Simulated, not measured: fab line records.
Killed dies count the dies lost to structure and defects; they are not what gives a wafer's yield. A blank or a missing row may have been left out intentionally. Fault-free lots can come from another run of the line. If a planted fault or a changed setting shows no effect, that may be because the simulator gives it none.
fab line records | flow nand_harc | part 1 of 2: steps 1 to 4 of 6
[record] lots = 23 | wafers = 69 | last_day = 24
route steps=1159 shown A_SLIT@780 A_CONTACT@860
lots with no fault: from the same line, run without faults
start_h: hours from the record's opening day to when the first of the lot's shown wafers began | wait_h: hours since the lot's step before | " identical to the entry in the row above | L1.1+2: one row covering several wafers at once | - no value, or no start was given | * or withheld: withheld | < > ~ a bound
route shown NAME@n: NAME is a module with steps in the file, n the number in the route of the first one | usual: mean/standard deviation taken from wafers without a fault | same: alike in all rows | chamber/n: place in a boat | sites: each site's reading | _std_site: their standard deviation | _edge_site: mean of outer sites minus mean of inner sites | radius_mm: for every site, how far away it sits from the centre of the wafer | mask NAME#n: copy n | behind: the last tool/chamber to shape the wafer | hold: reason for holding the lot/hours on hold/outcome of the hold | device: which transistor (n, p or np) failed to switch | end of line: tests of these same wafers at the route's end | for a step that has no rows: nothing shown but its recipe | killed: dies that structure and defects cost at the first sort, which is not the same as the wafer's yield | map: shows each die of a wafer: x if killed, . if not, _ if none is there
set.NAME: the run value of the setting; set.NAME@STEP: its run value at that earlier step | model.NAME: the simulator's own value behind a step, which no gauge read
the route's steps for a sample of lots (tables are steps, rows are wafers)
services: when a tool's chamber went out of use (start_h, in hours from the record's first day, below 0 if earlier), for how many hours, and the reason
[[steps]]
[step NHARC_A_SLIT_DEP_00]
[recipe] target_thk_a = 32000 | temp_c = 400 | material = aC
[usual] throttle_valve_pct = 35.000/0.0081
lot.wafer | tool       | chamber | start_h | wait_h | throttle_valve_pct
L074.1    | acl_dep-03 | 0       | 321.53  | -      | 34.996
L074.5    | "          | 0       | 322.84  | -      | 35.018
L074.6    | "          | 0       | "       | "      | 35.003
L076.1    | acl_dep-02 | 0       | 321.56  | -      | 34.993
L076.2    | "          | 0       | "       | "      | 35.011
L076.4    | "          | 0       | "       | "      | 35.012
L075.2    | acl_dep-01 | 0       | 321.86  | -      | 34.996
L075.3    | "          | 0       | "       | "      | 34.998
L075.4    | "          | 0       | "       | "      | 34.986
L078.3    | acl_dep-03 | 0       | 331.55  | -      | 35.009
L078.5    | "          | 0       | "       | "      | 35.001
L078.6    | "          | 0       | "       | "      | 35.000
L079.2    | acl_dep-02 | 0       | 331.95  | -      | 35.003
L079.3    | "          | 0       | "       | "      | 35.004
L079.6    | "          | 0       | "       | "      | 34.982
L077.2    | acl_dep-01 | 0       | 332.03  | -      | 35.001
L077.3    | "          | 0       | "       | "      | 34.999
L077.5    | "          | 0       | "       | "      | 35.011
L080.1    | acl_dep-02 | 0       | 344.44  | -      | 34.992
L080.2    | "          | 0       | "       | "      | 35.010
L080.6    | "          | 0       | 346.08  | -      | 35.000
L082.3    | acl_dep-03 | 0       | 345.28  | -      | 34.984
L082.4    | "          | 0       | "       | "      | 35.010
L082.6    | "          | 0       | "       | "      | 34.995
L081.2    | acl_dep-03 | 0       | 360.26  | -      | 34.994
L081.3    | "          | 0       | "       | "      | 35.003
L081.5    | "          | 0       | "       | "      | 34.997
L084.1    | acl_dep-02 | 0       | 373.23  | -      | 34.991
L084.4    | "          | 0       | "       | "      | 34.990
L084.5    | "          | 0       | "       | "      | 34.986
L083.2    | acl_dep-03 | 0       | 373.54  | -      | 35.004
L083.5    | "          | 0       | "       | "      | 35.003
L083.6    | "          | 0       | "       | "      | 34.987
L087.2    | acl_dep-01 | 0       | 391.06  | -      | 34.996
L087.3    | "          | 0       | "       | "      | 35.001
L087.4    | "          | 0       | "       | "      | 34.994
L085.2    | acl_dep-03 | 0       | 391.09  | -      | 35.010
L085.3    | "          | 0       | "       | "      | 35.006
L085.6    | "          | 0       | "       | "      | 35.009
L088.1    | acl_dep-02 | 0       | 392.01  | -      | 35.004
L088.4    | "          | 0       | "       | "      | 35.001
L088.5    | "          | 0       | "       | "      | 35.000
L086.3    | acl_dep-03 | 0       | 397.79  | -      | 35.000
L086.4    | "          | 0       | "       | "      | 34.996
L086.5    | "          | 0       | "       | "      | 35.000
L090.1    | acl_dep-02 | 0       | 413.51  | -      | 35.003
L090.3    | "          | 0       | "       | "      | 35.009
L090.5    | "          | 0       | "       | "      | 35.010
L091.2    | acl_dep-01 | 0       | 415.31  | 5.0    | 35.006
L091.3    | "          | 0       | "       | "      | 35.012
L091.4    | "          | 0       | "       | "      | 34.995
L093.1    | acl_dep-01 | 0       | 420.70  | -      | 35.015
L093.5    | "          | 0       | 422.03  | -      | 35.001
L093.6    | "          | 0       | "       | "      | 34.994
L094.1    | acl_dep-02 | 0       | 421.46  | -      | 35.001
L094.4    | "          | 0       | 422.47  | -      | 34.989
L094.6    | "          | 0       | "       | "      | 35.005
L092.1    | acl_dep-02 | 0       | 436.03  | -      | 35.002
L092.2    | "          | 0       | "       | "      | 35.014
L092.4    | "          | 0       | "       | "      | 34.984
L095.2    | acl_dep-02 | 0       | 449.28  | -      | 34.988
L095.3    | "          | 0       | "       | "      | 34.988
L095.6    | "          | 0       | "       | "      | 35.002
L096.3    | acl_dep-02 | 0       | 460.17  | -      | 34.990
L096.4    | "          | 0       | "       | "      | 35.000
L096.6    | "          | 0       | "       | "      | 34.997
L097.2    | acl_dep-03 | 0       | 461.16  | -      | 35.013
L097.3    | "          | 0       | "       | "      | 34.996
L097.5    | "          | 0       | "       | "      | 34.991
[step NHARC_A_CONTACT_ETCH_50]
[recipe] target_depth_a = 847 | time_s = 42.4 | cf4_flow_sccm = 100 | chf3_flow_sccm = 30 | ar_flow_sccm = 0 | rf_w = 500 | bias_w = 200 | chemistry = CF4/CHF3
[usual] cf4_flow_sccm = 100.0/0.3 | drypump_motor_current_A = 5.6/0.3 | mfc_ar_sccm = 0.010/0.012 | oes_product_au = 0.950/0.025 | rf_vpp_V = 369.7/2.5 | showerhead_plenum_p_Torr = 1.55/0.073 | throttle_valve_pct = 16.803/0.0087
lot.wafer | tool        | chamber | start_h | wait_h | cf4_flow_sccm | drypump_motor_current_A | mfc_ar_sccm | oes_product_au | rf_hours_counter_h | rf_vpp_V | showerhead_plenum_p_Torr | throttle_valve_pct
L075.3    | rie_diel-05 | 3       | -       | -      | 100.0         | 5.4                     | 0.033       | 0.982          | 5                  | 374.1    | 1.68                     | 16.806
L075.4    | "           | 1       | "       | "      | 99.6          | 5.4                     | 0.004       | 0.947          | 4                  | 370.4    | 1.55                     | 16.802
L075.2    | "           | 2       | "       | "      | 99.9          | 5.7                     | 0           | 0.966          | 4                  | 372.0    | 1.65                     | 16.812
L074.1    | rie_diel-06 | 3       | -       | -      | 99.7          | 5.8                     | 0           | 0.909          | 44                 | 371.8    | 1.64                     | 16.811
L074.6    | "           | 3       | "       | "      | 100.1         | 5.7                     | 0           | 0.902          | -                  | 373.5    | 1.64                     | 16.789
L074.5    | "           | 0       | "       | "      | 99.8          | 5.4                     | 0           | 0.928          | -                  | 366.6    | 1.46                     | 16.797
L076.2    | rie_diel-06 | 3       | -       | -      | 99.3          | 5.7                     | 0           | 0.899          | 45                 | 372.3    | 1.64                     | 16.805
L076.1    | "           | 0       | "       | "      | 100.2         | 5.4                     | 0           | 0.920          | 47                 | 367.1    | 1.46                     | 16.799
L076.4    | "           | 2       | "       | "      | 99.7          | 6.1                     | 0           | 0.906          | 46                 | 367.0    | 1.51                     | 16.806
L079.3    | rie_diel-11 | 1       | -       | -      | 99.7          | 5.8                     | 0.004       | 0.977          | 3                  | 370.1    | 1.53                     | 16.816
L079.2    | "           | 3       | "       | "      | 100.2         | 5.1                     | 0.012       | 0.981          | 2                  | 368.4    | 1.49                     | 16.808
L079.6    | "           | 2       | "       | "      | 100.2         | 5.2                     | 0.006       | 0.971          | -                  | 369.1    | 1.55                     | 16.810
L078.3    | rie_diel-11 | 2       | -       | -      | 99.9          | 5.2                     | 0.006       | 0.965          | 3                  | 370.3    | 1.55                     | 16.787
L078.6    | "           | 2       | "       | "      | 99.5          | 5.2                     | 0.006       | 0.964          | -                  | 370.5    | 1.55                     | 16.808
L078.5    | "           | 3       | "       | "      | 99.3          | 5.1                     | 0.012       | 0.962          | -                  | 367.6    | 1.49                     | 16.805
L077.3    | rie_diel-05 | 3       | -       | -      | 100.1         | 5.4                     | 0.033       | 0.993          | 13                 | 373.7    | 1.68                     | 16.818
L077.2    | "           | 0       | "       | "      | 99.9          | 5.7                     | 0.014       | 0.960          | 13                 | 367.8    | 1.49                     | 16.800
L077.5    | "           | 3       | "       | "      | 100.1         | 5.4                     | 0.033       | 0.999          | -                  | 374.7    | 1.68                     | 16.799
L080.2    | rie_diel-11 | 3       | -       | -      | 100.3         | 5.1                     | 0.012       | 0.915          | 5                  | 366.9    | 1.49                     | 16.806
L080.1    | "           | 0       | "       | "      | 99.5          | 5.6                     | 0.038       | 0.929          | 6                  | 366.5    | 1.46                     | 16.801
L080.6    | "           | 0       | "       | "      | 99.9          | 5.7                     | 0.038       | 0.942          | -                  | 366.8    | 1.46                     | 16.798
L082.4    | rie_diel-05 | 2       | -       | -      | 100.0         | 5.7                     | 0           | 0.964          | 17                 | 372.6    | 1.64                     | 16.813
L082.3    | "           | 1       | "       | "      | 99.8          | 5.4                     | 0.004       | 0.931          | 17                 | 370.2    | 1.54                     | 16.793
L082.6    | "           | 2       | "       | "      | 100.0         | 5.7                     | 0           | 0.971          | -                  | 371.4    | 1.64                     | 16.795
L081.3    | rie_diel-06 | 2       | -       | -      | 100.2         | 6.0                     | 0           | 0.921          | 63                 | 367.3    | 1.50                     | 16.812
L081.2    | "           | 0       | "       | "      | 100.4         | 5.4                     | 0           | 0.932          | 64                 | 367.0    | 1.46                     | 16.802
L081.5    | "           | 2       | "       | "      | 100.0         | 6.1                     | 0           | 0.920          | -                  | 368.6    | 1.50                     | 16.803
L083.2    | rie_diel-05 | 2       | -       | -      | 99.8          | 5.7                     | 0           | 0.948          | 25                 | 372.2    | 1.64                     | 16.802
L083.6    | "           | 1       | "       | "      | 100.4         | 5.4                     | 0.004       | 0.919          | -                  | 369.6    | 1.54                     | 16.796
L083.5    | "           | 2       | "       | "      | 100.0         | 5.7                     | 0           | 0.935          | -                  | 373.4    | 1.64                     | 16.819
L084.1    | rie_diel-11 | 2       | -       | -      | 100.0         | 5.2                     | 0.006       | 0.942          | 10                 | 370.2    | 1.55                     | 16.797
L084.4    | "           | 3       | "       | "      | 100.3         | 5.1                     | 0.012       | 0.949          | 10                 | 369.2    | 1.49                     | 16.788
L084.5    | "           | 1       | "       | "      | 99.8          | 5.8                     | 0.004       | 0.944          | -                  | 368.2    | 1.53                     | 16.787
L085.3    | rie_diel-11 | 0       | -       | -      | 100.4         | 5.7                     | 0.038       | 0.959          | 12                 | 367.5    | 1.46                     | 16.825
L085.2    | "           | 2       | "       | "      | 99.6          | 5.2                     | 0.006       | 0.948          | 12                 | 369.7    | 1.55                     | 16.800
L085.6    | "           | 0       | "       | "      | 100.0         | 5.6                     | 0.038       | 0.957          | -                  | 366.6    | 1.46                     | 16.789
L088.4    | rie_diel-11 | 3       | -       | -      | 100.4         | 5.1                     | 0.012       | 0.966          | 12                 | 368.2    | 1.49                     | 16.814
L088.1    | "           | 0       | "       | "      | 99.8          | 5.6                     | 0.038       | 0.970          | 13                 | 366.6    | 1.46                     | 16.804
L088.5    | "           | 1       | "       | "      | 100.1         | 5.8                     | 0.004       | 0.967          | -                  | 368.5    | 1.53                     | 16.817
L087.4    | rie_diel-05 | 2       | -       | -      | 100.5         | 5.7                     | 0           | 0.944          | 29                 | 371.3    | 1.64                     | 16.788
L087.2    | "           | 3       | "       | "      | 100.1         | 5.4                     | 0.033       | 0.976          | 31                 | 373.6    | 1.68                     | 16.797
L087.3    | "           | 0       | "       | "      | 100.4         | 5.6                     | 0.014       | 0.942          | 30                 | 368.2    | 1.49                     | 16.802
L086.4    | rie_diel-05 | 3       | -       | -      | 99.8          | 5.4                     | 0.033       | 0.945          | 33                 | 373.4    | 1.68                     | 16.796
L086.3    | "           | 1       | "       | "      | 99.8          | 5.4                     | 0.004       | 0.919          | 30                 | 369.4    | 1.54                     | 16.809
L086.5    | "           | 0       | "       | "      | 99.5          | 5.6                     | 0.014       | 0.926          | -                  | 367.5    | 1.49                     | 16.805
L090.1    | rie_diel-11 | 1       | -       | -      | 100.1         | 5.8                     | 0.004       | 0.953          | 16                 | 369.9    | 1.53                     | 16.792
L090.3    | "           | 2       | "       | "      | 99.9          | 5.2                     | 0.006       | 0.983          | 17                 | 369.8    | 1.54                     | 16.811
L090.5    | "           | 2       | "       | "      | 99.9          | 5.2                     | 0.006       | 0.982          | -                  | 369.0    | 1.54                     | 16.805
L091.2    | rie_diel-11 | 2       | -       | -      | 99.6          | 5.2                     | 0.006       | 0.967          | 18                 | 370.2    | 1.54                     | 16.810
L091.3    | "           | 3       | "       | "      | 100.0         | 5.1                     | 0.012       | 0.985          | 18                 | 367.6    | 1.49                     | 16.797
L091.4    | "           | 0       | "       | "      | 100.2         | 5.6                     | 0.038       | 0.979          | 19                 | 365.9    | 1.46                     | 16.801
L094.1    | rie_diel-06 | 0       | -       | -      | 99.8          | 5.4                     | 0           | 0.959          | 21                 | 374.2    | 1.69                     | 16.808
L094.4    | "           | 0       | "       | "      | 99.6          | 5.4                     | 0           | 0.949          | -                  | 374.9    | 1.69                     | 16.802
L094.6    | "           | 1       | "       | "      | 99.7          | 6.1                     | 0.004       | 0.932          | -                  | 369.9    | 1.56                     | 16.785
L093.1    | rie_diel-06 | 0       | 472.39  | 0.4    | 99.7          | 5.4                     | 0           | 0.937          | 23                 | 375.8    | 1.69                     | 16.815
L093.5    | "           | 1       | "       | "      | 99.7          | 6.1                     | 0.004       | 0.923          | -                  | 369.5    | 1.56                     | 16.809
L093.6    | "           | 0       | "       | "      | 99.6          | 5.4                     | 0           | 0.937          | -                  | 373.7    | 1.69                     | 16.803
L092.4    | rie_diel-11 | 3       | -       | -      | 100.6         | 5.1                     | 0.012       | 0.947          | 22                 | 367.6    | 1.49                     | 16.790
L092.2    | "           | 0       | "       | "      | 99.5          | 5.6                     | 0.038       | 0.951          | 21                 | 366.7    | 1.46                     | 16.803
L092.1    | "           | 1       | "       | "      | 99.2          | 5.8                     | 0.004       | 0.952          | 21                 | 369.4    | 1.53                     | 16.794
L095.3    | rie_diel-11 | 0       | -       | -      | 100.4         | 5.6                     | 0.038       | 0.978          | 22                 | 367.0    | 1.46                     | 16.795
L095.2    | "           | 1       | "       | "      | 99.3          | 5.7                     | 0.004       | 0.978          | 22                 | 369.1    | 1.53                     | 16.793
L095.6    | "           | 3       | "       | "      | 99.9          | 5.1                     | 0.012       | 0.985          | -                  | 366.4    | 1.49                     | 16.778
L097.2    | rie_diel-11 | 3       | -       | -      | 99.9          | 5.1                     | 0.012       | 0.960          | 25                 | 367.4    | 1.49                     | 16.811
L097.3    | "           | 1       | "       | "      | 100.1         | 5.8                     | 0.004       | 0.977          | 24                 | 369.1    | 1.53                     | 16.792
L097.5    | "           | 2       | "       | "      | 100.1         | 5.2                     | 0.006       | 0.982          | -                  | 369.0    | 1.54                     | 16.816
L096.4    | rie_diel-06 | 0       | -       | -      | 100.2         | 5.4                     | 0           | 0.978          | 35                 | 374.3    | 1.69                     | 16.796
L096.3    | "           | 3       | "       | "      | 99.9          | 5.7                     | 0           | 0.941          | 12                 | 372.5    | 1.63                     | 16.796
L096.6    | "           | 0       | "       | "      | 99.7          | 5.5                     | 0           | 0.976          | -                  | 374.1    | 1.69                     | 16.793
[step NHARC_A_CONTACT_ETCH_112]
[recipe] source_w = withheld | pressure_mtorr = 20 | bias_v = 3000 | time_s = 94 | target_depth_a = 9220 | ar_flow_sccm = withheld | c4f8_flow_sccm = withheld | o2_flow_sccm = withheld | chemistry = C4F8/O2/Ar
lot.wafer | tool            | chamber | start_h | wait_h | rf_hours_counter_h
L075.2    | har_cap_etch-02 | 0       | 373.93  | 0.2    | 8
L075.4    | "               | 1       | "       | "      | -
L075.3    | "               | 0       | "       | "      | -
L074.1    | har_cap_etch-03 | 1       | 374.13  | 0.1    | 81
L074.6    | "               | 0       | "       | "      | -
L074.5    | "               | 1       | "       | "      | -
L076.1    | har_cap_etch-03 | 1       | 376.57  | 0.2    | 82
L076.2    | "               | 0       | "       | "      | 82
L076.4    | "               | 0       | "       | "      | -
L079.2    | har_cap_etch-03 | 1       | 386.17  | 0.2    | 85
L079.3    | "               | 1       | "       | "      | -
L079.6    | "               | 0       | "       | "      | -
L078.3    | har_cap_etch-03 | 1       | 388.62  | 0.1    | -
L078.5    | "               | 1       | "       | "      | -
L078.6    | "               | 0       | "       | "      | -
L077.2    | har_cap_etch-03 | 0       | 394.27  | 0.2    | 87
L077.3    | "               | 0       | "       | "      | -
L077.5    | "               | 0       | "       | "      | -
L080.2    | har_cap_etch-03 | 0       | 401.95  | 0.2    | 88
L080.1    | "               | 1       | "       | "      | 88
L080.6    | "               | 1       | "       | "      | -
L082.3    | har_cap_etch-01 | 0       | 403.98  | 0.1    | -
L082.4    | "               | 1       | "       | "      | -
L082.6    | "               | 0       | "       | "      | -
L081.2    | har_cap_etch-03 | 1       | 412.13  | 0.1    | 90
L081.3    | "               | 1       | "       | "      | -
L081.5    | "               | 0       | "       | "      | -
L083.2    | har_cap_etch-01 | 1       | 426.24  | 0.2    | 67
L083.5    | "               | 1       | "       | "      | -
L083.6    | "               | 0       | "       | "      | -
L084.1    | har_cap_etch-02 | 0       | 428.08  | 0.2    | 19
L084.4    | "               | 0       | "       | "      | -
L084.5    | "               | 0       | "       | "      | -
L085.2    | har_cap_etch-03 | 0       | 436.62  | 0.1    | 93
L085.3    | "               | 0       | "       | "      | -
L085.6    | "               | 0       | "       | "      | -
L088.1    | har_cap_etch-01 | 0       | 439.64  | 0.2    | 70
L088.4    | "               | 1       | "       | "      | -
L088.5    | "               | 1       | "       | "      | -
L087.2    | har_cap_etch-03 | 0       | 441.96  | 0.2    | 95
L087.3    | "               | 1       | "       | "      | -
L087.4    | "               | 0       | "       | "      | -
L086.3    | har_cap_etch-03 | 0       | 447.63  | 0.1    | -
L086.4    | "               | 1       | "       | "      | -
L086.5    | "               | 1       | "       | "      | -
L090.1    | har_cap_etch-03 | 1       | 465.34  | 0.2    | 98
L090.3    | "               | 1       | "       | "      | -
L090.5    | "               | 1       | "       | "      | -
L091.2    | har_cap_etch-02 | 1       | 467.25  | 0.2    | 28
L091.4    | "               | 0       | "       | "      | -
L091.3    | "               | 1       | "       | "      | -
L094.1    | har_cap_etch-03 | 0       | 470.44  | 0.2    | 100
L094.4    | "               | 0       | "       | "      | -
L094.6    | "               | 0       | "       | "      | -
L093.1    | har_cap_etch-02 | 1       | 473.47  | 0.1    | 29
L093.6    | "               | 0       | "       | "      | -
L093.5    | "               | 1       | "       | "      | -
L092.1    | har_cap_etch-02 | 0       | 490.97  | 0.2    | 31
L092.2    | "               | 1       | "       | "      | 31
L092.4    | "               | 0       | "       | "      | -
L095.2    | har_cap_etch-03 | 1       | 496.87  | 0.2    | 104
L095.3    | "               | 0       | "       | "      | -
L095.6    | "               | 0       | "       | "      | -
L097.2    | har_cap_etch-02 | 1       | 509.85  | 0.2    | 34
L097.3    | "               | 0       | "       | "      | -
L097.5    | "               | 0       | "       | "      | -
L096.3    | har_cap_etch-01 | 0       | 510.40  | 0.1    | -
L096.4    | "               | 1       | "       | "      | -
L096.6    | "               | 0       | "       | "      | -
[step NHARC_A_CONTACT_ETCH_121]
[recipe] source_w = withheld | pressure_mtorr = 20 | bias_v = 3000 | time_s = 94 | target_depth_a = 9220 | ar_flow_sccm = withheld | c4f8_flow_sccm = withheld | o2_flow_sccm = withheld | chemistry = C4F8/O2/Ar
lot.wafer | tool            | chamber | start_h | wait_h | rf_hours_counter_h
L075.2    | har_cap_etch-02 | 0       | 374.75  | 0.1    | 9
L075.4    | "               | 1       | "       | "      | -
L075.3    | "               | 0       | "       | "      | -
L074.1    | har_cap_etch-03 | 1       | 374.94  | 0.1    | 81
L074.6    | "               | 0       | "       | "      | -
L074.5    | "               | 1       | "       | "      | -
L076.1    | har_cap_etch-03 | 1       | 377.38  | 0.1    | 83
L076.2    | "               | 0       | "       | "      | 83
L076.4    | "               | 0       | "       | "      | -
L079.2    | har_cap_etch-03 | 1       | 386.99  | 0.1    | 85
L079.3    | "               | 1       | "       | "      | -
L079.6    | "               | 0       | "       | "      | -
L078.3    | har_cap_etch-03 | 1       | 389.44  | 0.1    | -
L078.5    | "               | 1       | "       | "      | -
L078.6    | "               | 0       | "       | "      | -
L077.2    | har_cap_etch-03 | 0       | 395.08  | 0.1    | 88
L077.3    | "               | 0       | "       | "      | -
L077.5    | "               | 0       | "       | "      | -
L080.2    | har_cap_etch-03 | 0       | 402.77  | 0.1    | 89
L080.1    | "               | 1       | "       | "      | 89
L080.6    | "               | 1       | "       | "      | -
L082.3    | har_cap_etch-01 | 0       | 404.80  | 0.1    | -
L082.4    | "               | 1       | "       | "      | -
L082.6    | "               | 0       | "       | "      | -
L081.2    | har_cap_etch-03 | 1       | 412.94  | 0.1    | 91
L081.3    | "               | 1       | "       | "      | -
L081.5    | "               | 0       | "       | "      | -
L083.2    | har_cap_etch-01 | 1       | 427.06  | 0.1    | 68
L083.5    | "               | 1       | "       | "      | -
L083.6    | "               | 0       | "       | "      | -
L084.1    | har_cap_etch-02 | 0       | 428.90  | 0.1    | 20
L084.4    | "               | 0       | "       | "      | -
L084.5    | "               | 0       | "       | "      | -
L085.2    | har_cap_etch-03 | 0       | 437.44  | 0.1    | 94
L085.3    | "               | 0       | "       | "      | -
L085.6    | "               | 0       | "       | "      | -
L088.1    | har_cap_etch-01 | 0       | 440.46  | 0.1    | 71
L088.4    | "               | 1       | "       | "      | -
L088.5    | "               | 1       | "       | "      | -
L087.2    | har_cap_etch-03 | 0       | 443.05  | 0.1    | 95
L087.3    | "               | 1       | "       | "      | -
L087.4    | "               | 0       | "       | "      | -
L086.3    | har_cap_etch-03 | 0       | 448.44  | 0.1    | -
L086.4    | "               | 1       | "       | "      | -
L086.5    | "               | 1       | "       | "      | -
L090.1    | har_cap_etch-03 | 1       | 466.15  | 0.1    | 99
L090.3    | "               | 1       | "       | "      | -
L090.5    | "               | 1       | "       | "      | -
L091.2    | har_cap_etch-02 | 1       | 468.07  | 0.1    | 29
L091.4    | "               | 0       | "       | "      | -
L091.3    | "               | 1       | "       | "      | -
L094.1    | har_cap_etch-03 | 0       | 471.26  | 0.1    | 100
L094.4    | "               | 0       | "       | "      | -
L094.6    | "               | 0       | "       | "      | -
L093.1    | har_cap_etch-02 | 1       | 474.29  | 0.1    | 30
L093.6    | "               | 0       | "       | "      | -
L093.5    | "               | 1       | "       | "      | -
L092.1    | har_cap_etch-02 | 0       | 491.79  | 0.1    | 32
L092.2    | "               | 1       | "       | "      | 32
L092.4    | "               | 0       | "       | "      | -
L095.2    | har_cap_etch-03 | 1       | 497.69  | 0.1    | 105
L095.3    | "               | 0       | "       | "      | -
L095.6    | "               | 0       | "       | "      | -
L097.2    | har_cap_etch-02 | 1       | 510.67  | 0.1    | 34
L097.3    | "               | 0       | "       | "      | -
L097.5    | "               | 0       | "       | "      | -
L096.3    | har_cap_etch-01 | 0       | 511.21  | 0.1    | -
L096.4    | "               | 1       | "       | "      | -
L096.6    | "               | 0       | "       | "      | -
